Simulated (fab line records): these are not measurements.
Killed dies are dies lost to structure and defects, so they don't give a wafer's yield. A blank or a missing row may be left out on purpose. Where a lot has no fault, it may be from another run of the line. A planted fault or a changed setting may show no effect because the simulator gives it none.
Comparing a struck lot with a sound one    flow n5 finfet    44 out of 1938 route steps
Sound: these wafers, L367.3, L367.5, L367.6. Struck: wafers L382.2, L382.4, L382.5. The cause is given at the end.
Each step with rows lists, per side, the tool, then ch with its chambers, then its first start. Under that, the readings that differ: sound wafers    struck wafers    difference of the means    sigmas: that difference in standard deviations of wafers without a fault.
alike: words and numbers the same on both sides, and readings whose means are apart by under 2 such deviations; not compared: readings that were withheld, readings missing a value for some wafer, numbers with overlapping values and no deviation given by the record, and bounds like >300 which may hide the same value.
A row with sigmas, a row that says differs or no value, or rows on one side alone: a step with any of these is where the two part. When numbers do not overlap yet have no deviation, they are printed without sigmas and do not part them. Lack of a reading on every wafer of one side parts them only where that side has two or more wafers.

first, 8 steps without rows for these wafers: N5_WELL_APT_HMDS_01 (time 60 s); N5_WELL_APT_COAT_02 (resist thk 950 nm); N5_WELL_APT_EBR_04; N5_WELL_APT_SOFTBAKE_03 (time 60 s); N5_WELL_APT_EXPOSE_05 (exposes mask NWELL, defocus 0 nm, target cd 200 nm); N5_WELL_APT_PEB_06 (peb time 90 s); N5_WELL_APT_DEVELOP_07 (develop time 45 s); N5_WELL_APT_HARDBAKE_12 (time 120 s).
N5_WELL_APT_CD_MEAS_08: target cd 200 nm.
  sound on cd sem-01 ch 0, day 2 01:34; struck on cd sem-01 ch 0, day 5 19:41
  alike: cd nm
N5_WELL_APT_OVL_MEAS_09:
  sound on overlay-02 ch 0, day 2 01:35; struck on overlay-01 ch 0, day 5 19:43
  alike: NWELL_OVL
N5_WELL_APT_INSPECT_10: inspects for defects (macro).
  struck on defect inspect-01, day 5 19:44; sound on defect inspect-02, day 2 01:37
  alike: raw defect count
N5_WELL_APT_DESCUM_13: chemistry O2, time 7.9 s.
  sound on rie diel-05 ch 0,1, day 2 02:07; struck on rie diel-05 ch 0,1,2, day 5 19:47
  alike: drypump motor current A, oes product au, rf vpp V, showerhead plenum p Torr, throttle valve pct
  not compared: rf hours counter h
N5_WELL_APT_IMPLANT_14:
  sound on implanter-02 ch 0, day 2 02:17; struck on implanter-02 ch 0, day 5 19:55
reading             sound                             struck                        difference  sigmas
dose ions cm2       1.5015e+13 1.5025e+13 1.4999e+13  8.756e+12 8.75e+12 8.725e+12  -6.269e+12  -99 or more
faraday current uA  191 188 192                       114 114 115                   -76         -22
then, 10 steps without rows for these wafers: N5_WELL_APT_IMPLANT_15; N5_WELL_APT_STRIP_16 (strips in SPM, time 900 s); N5_WELL_APT_HMDS_18 (time 60 s); N5_WELL_APT_COAT_19 (resist thk 950 nm); N5_WELL_APT_EBR_21; N5_WELL_APT_SOFTBAKE_20 (time 60 s); N5_WELL_APT_EXPOSE_22 (exposes mask PWELL, defocus 0 nm, target cd 200 nm); N5_WELL_APT_PEB_23 (peb time 90 s); N5_WELL_APT_DEVELOP_24 (develop time 45 s); N5_WELL_APT_HARDBAKE_29 (time 120 s).
N5_WELL_APT_CD_MEAS_25: target cd 200 nm.
  sound on cd sem-03 ch 0, day 2 03:17; struck on cd sem-01 ch 0, day 5 20:58
  alike: cd nm
N5_WELL_APT_OVL_MEAS_26:
  sound on overlay-02 ch 0, day 2 03:19; struck on overlay-01 ch 0, day 5 21:00
  alike: PWELL_OVL
N5_WELL_APT_INSPECT_27: inspects for defects (macro).
  struck on defect inspect-02, day 5 21:01; sound on defect inspect-02, day 2 03:20
  alike: raw defect count
N5_WELL_APT_DESCUM_30: chemistry O2, time 7.9 s.
  sound on rie diel-05 ch 0,1,3, day 2 03:22; struck on rie diel-05 ch 0,2, day 5 21:10
  alike: drypump motor current A, oes product au, rf vpp V, showerhead plenum p Torr, throttle valve pct
  not compared: rf hours counter h
then, 3 steps without rows for these wafers: N5_WELL_APT_IMPLANT_31; N5_WELL_APT_IMPLANT_32; N5_WELL_APT_STRIP_33 (strips in SPM, time 900 s).
N5_WELL_APT_RTA_34: time 10 s.
  sound on rtp anneal-02 ch 0, day 2 04:10; struck on rtp anneal-01 ch 0, day 5 21:58
  alike: lamp power pct, lamp_zone_3_pct, wafer_temp_C_max
then, 4 steps without rows for these wafers: N5_WELL_APT_OXIDE_STRIP_42 (strips SiO2 in dHF, time 45 s, target depth 12 nm); N5_WELL_APT_PRECLEAN_36 (cleans in O3/DIW, time 45 s); N5_WELL_APT_PRECLEAN_39 (cleans in dHF, time 60 s); N5_WELL_APT_SRD_37 (time 30 s).
N5_WELL_APT_EPI_41: deposits Si from SiH4/H2, target thk 50 nm, time 297.7 s.
  sound on epi rpcvd-01 ch 0, day 2 04:37; struck on epi rpcvd-03 ch 0, day 5 22:17
  alike: throttle valve pct
N5_WELL_APT_INSPECT_38: inspects for defects (darkfield).
  struck on defect inspect-02, day 5 22:49; sound on defect inspect-02, day 2 05:03
  alike: raw defect count
N5_PMOS_HMC_CHANNEL_EPI_HM_DEP_34: deposits SiO2 from TEOS/O2, target thk 36 nm, time 6.9 s.
  sound on pecvd-02 ch 0,1, day 2 05:06; struck on pecvd-04 ch 1,2, day 5 22:52
reading               sound           struck          difference  sigmas
showerhead vpp V (V)  2100 2126 1902  1690 1668 1967  -268        -2
  alike: heater power outer w, heater power w, showerhead plenum p Torr, throttle valve pct
then, 4 steps without rows for these wafers: N5_PMOS_HMC_CHANNEL_EPI_COAT_31 (time 60 s, resist thk 66 nm); N5_PMOS_HMC_CHANNEL_EPI_COAT_03 (resist thk 205 nm); N5_PMOS_HMC_CHANNEL_EPI_EBR_05; N5_PMOS_HMC_CHANNEL_EPI_SOFTBAKE_04 (time 60 s).
-- record jumps: 9 days separate the struck wafers' starts on either side; left off in module PMOS_HMC_CHANNEL_EPI, taken up again in module BEOL_M4, whose first shown step is the route's number 1111 --
N5_BEOL_M4_RC_MEAS_101:
  sound on prober-02 ch 0, day 9 04:32; struck on prober-02 ch 0, day 14 23:02
reading            sound           struck          difference  sigmas
DIBL_P (mV/V)      35.3 35.2 33.9  39.2 36.9 36.7  +2.8        +2
RS_NWELL (ohm/sq)  1032 1043 1038  1398 1404 1405  +365        +59
  alike: DIBL_N, IOFF_N, IOFF_P, ION_N, ION_P, SS_N, SS_P, VT_N, VT_P
-- here the record skips 5 days between the struck wafers' starts before and after, leaving off in module BEOL_M4 and picking up in module PASSIVATION (first step shown: number 1936 of the route) --
N5_PASSIVATION_PROBE_49:
  struck on prober-01, day 19 16:12; sound on prober-01, day 13 11:14
  alike: defect limited yield, killed_at_M0_to_M3, killed_at_M4_up, killed at contacts, killed at front end, killed at other, killed dies, killed open, killed short, sort_bin_5_function, sort_bin_6_memory, sort n pass, sort yield pct

## WHERE THEY PART
At N5_WELL_APT_IMPLANT_14 first; at N5_BEOL_M4_RC_MEAS_101 last (within this record only). Later steps at which nothing parts them and some readings are alike: N5_PASSIVATION_PROBE_49.

WHY: what had been put in by the simulator
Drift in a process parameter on implanter-02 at N5_WELL_APT_IMPLANT_14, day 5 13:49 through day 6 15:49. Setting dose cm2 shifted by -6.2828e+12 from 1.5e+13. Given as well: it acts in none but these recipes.
